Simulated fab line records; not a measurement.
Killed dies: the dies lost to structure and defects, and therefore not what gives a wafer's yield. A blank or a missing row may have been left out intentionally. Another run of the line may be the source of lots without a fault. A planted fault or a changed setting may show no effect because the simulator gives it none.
Which tool did it? + flow n5Finfet + 11 lots, 33 wafers sampled, at 3 steps of a route of 1938

## WHAT EACH GAUGE READ, for each wafer
N5_BEOL_M7_OVL_MEAS_12.
| lot  | measured     | on         | M7_OVL (nm)   |
|------|--------------|------------|---------------|
| L633 | day 8 20:47  | overlay-01 | 0.0 1.1 1.4   |
| L634 | day 9 03:05  | overlay-02 | 0.0 0.1 0.1   |
| L635 | day 9 03:13  | overlay-01 | 0.3 0.9 0.8   |
| L636 | day 9 07:04  | overlay-01 | 0.2 0.4 0.0   |
| L637 | day 9 19:56  | overlay-02 | 0.8 1.0 0.1   |
| L638 | day 10 01:16 | overlay-02 | -0.4 -0.5 0.6 |
| L646 | day 12 07:55 | overlay-01 | 0.4 -0.1 1.1  |
| L645 | day 12 08:11 | overlay-01 | 0.1 -0.2 -0.3 |
| L649 | day 13 11:46 | overlay-02 | 0.7 0.6 -0.4  |
| L652 | day 14 15:09 | overlay-01 | 0.5 0.1 0.5   |
| L654 | day 14 23:11 | overlay-02 | 0.4 -0.1 -0.4 |

N5_BEOL_M7_CD_MEAS_28: target cd 40 nm.
| lot  | measured     | on       | cdNm (nm)         |
|------|--------------|----------|-------------------|
| L633 | day 8 22:25  | cdSem-03 | 39.93 39.83 39.86 |
| L634 | day 9 04:28  | cdSem-01 | 39.92 40.11 40.01 |
| L635 | day 9 04:31  | cdSem-02 | 40.12 40.18 39.96 |
| L636 | day 9 09:15  | cdSem-02 | 39.75 39.96 40.22 |
| L637 | day 9 20:45  | cdSem-02 | 39.97 39.56 39.66 |
| L638 | day 10 03:49 | cdSem-02 | 40.27 39.99 39.65 |
| L646 | day 12 10:08 | cdSem-01 | 39.58 39.77 39.92 |
| L645 | day 12 10:16 | cdSem-03 | 40.52 40.09 39.94 |
| L649 | day 13 14:16 | cdSem-03 | 39.90 39.92 40.07 |
| L652 | day 14 16:43 | cdSem-03 | 39.90 39.72 40.33 |
| L654 | day 15 00:10 | cdSem-02 | 40.23 40.13 39.88 |

## TOOL THAT RAN EACH LOT (tool first, then ch and the chambers of the sampled wafers, then the start)
| lot  | N5_BEOL_M7_COAT_64               |
|------|----------------------------------|
| L633 | lithoTrack-03 ch 0, day 8 22:10  |
| L634 | lithoTrack-03 ch 0, day 9 04:12  |
| L635 | lithoTrack-04 ch 0, day 9 04:12  |
| L636 | lithoTrack-04 ch 0, day 9 08:59  |
| L637 | lithoTrack-02 ch 0, day 9 20:29  |
| L638 | lithoTrack-04 ch 0, day 10 03:31 |
| L646 | lithoTrack-03 ch 0, day 12 09:52 |
| L645 | lithoTrack-03 ch 0, day 12 09:58 |
| L649 | lithoTrack-04 ch 0, day 13 13:52 |
| L652 | lithoTrack-04 ch 0, day 14 16:20 |
| L654 | lithoTrack-04 ch 0, day 14 23:46 |
- N5_BEOL_M7_COAT_64: time 60 s, resist thk 12 nm.

## WHAT THE TOOLS THEMSELVES READ (means of the sampled wafers that have a number; where no wafer has one, the mark that the record gives instead)
N5_BEOL_M7_COAT_64.
| lot  | tool          | chillPlateTempC (C) | spinSpeedRpm (rpm) |
|------|---------------|---------------------|--------------------|
| L633 | lithoTrack-03 | 22.97               | 1500.3             |
| L634 | lithoTrack-03 | 22.96               | 1499.3             |
| L635 | lithoTrack-04 | 23.05               | 1500.1             |
| L636 | lithoTrack-04 | 23.03               | 1500.1             |
| L637 | lithoTrack-02 | 22.94               | 1500.5             |
| L638 | lithoTrack-04 | 22.91               | 1500.3             |
| L646 | lithoTrack-03 | 23.04               | 1419.3             |
| L645 | lithoTrack-03 | 22.90               | 1422.1             |
| L649 | lithoTrack-04 | 23.08               | 1499.7             |
| L652 | lithoTrack-04 | 23.10               | 1501.3             |
| L654 | lithoTrack-04 | 22.95               | 1500.0             |

## THE ANSWER, worked out from the rows above alone
Rule: the usual values come from the lots themselves. Put in order of their means at a reading, lots are off if they are a third of the lots or fewer, leave a main group of 4 or more, and stand apart from it by a gap of 3 or more times the standard deviation of the main group's means; of several such gaps the widest counts. Not used: any main group whose means are identical at the precision the tables above print for the reading. Also off: a lot with no number at a reading for which 4 or more lots have one. Any other lot the step has rows for is counted as sound. The gauges are gone through in route order, then the tools' own readings, and for those a lot's mean is taken as printed above. The first step at which some lot is off is used, and at that step the reading that is off furthest; a lot without a number counts as furthest.
Off, at N5_BEOL_M7_COAT_64 on spinSpeedRpm: L646, L645. The main group has a mean of 1500.2 rpm with a standard deviation of 0.52.
A tool fits if, at that step or a process step before it, it ran every lot that is off, and no sound lot after the first of them. One candidate fits, namely lithoTrack-03 at N5_BEOL_M7_COAT_64. Its last sound lot is L634 (day 9 04:12), its first lot that is off L646 (day 12 09:52): a fault that began between those two fits.
The tool's own readings at N5_BEOL_M7_COAT_64 bear it out: on the lots that are off they differ by more than 5 times the standard deviation of the sound lots' means. spinSpeedRpm reads 1420.7 rpm there against 1500.2 rpm on the sound lots.

## WHAT WAS PUT IN BY THE SIMULATOR
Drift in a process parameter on lithoTrack-03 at N5_BEOL_M7_COAT_64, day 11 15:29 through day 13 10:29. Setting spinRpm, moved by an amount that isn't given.
Lots struck among those shown: L646, L645. The rule above reached the same finding.
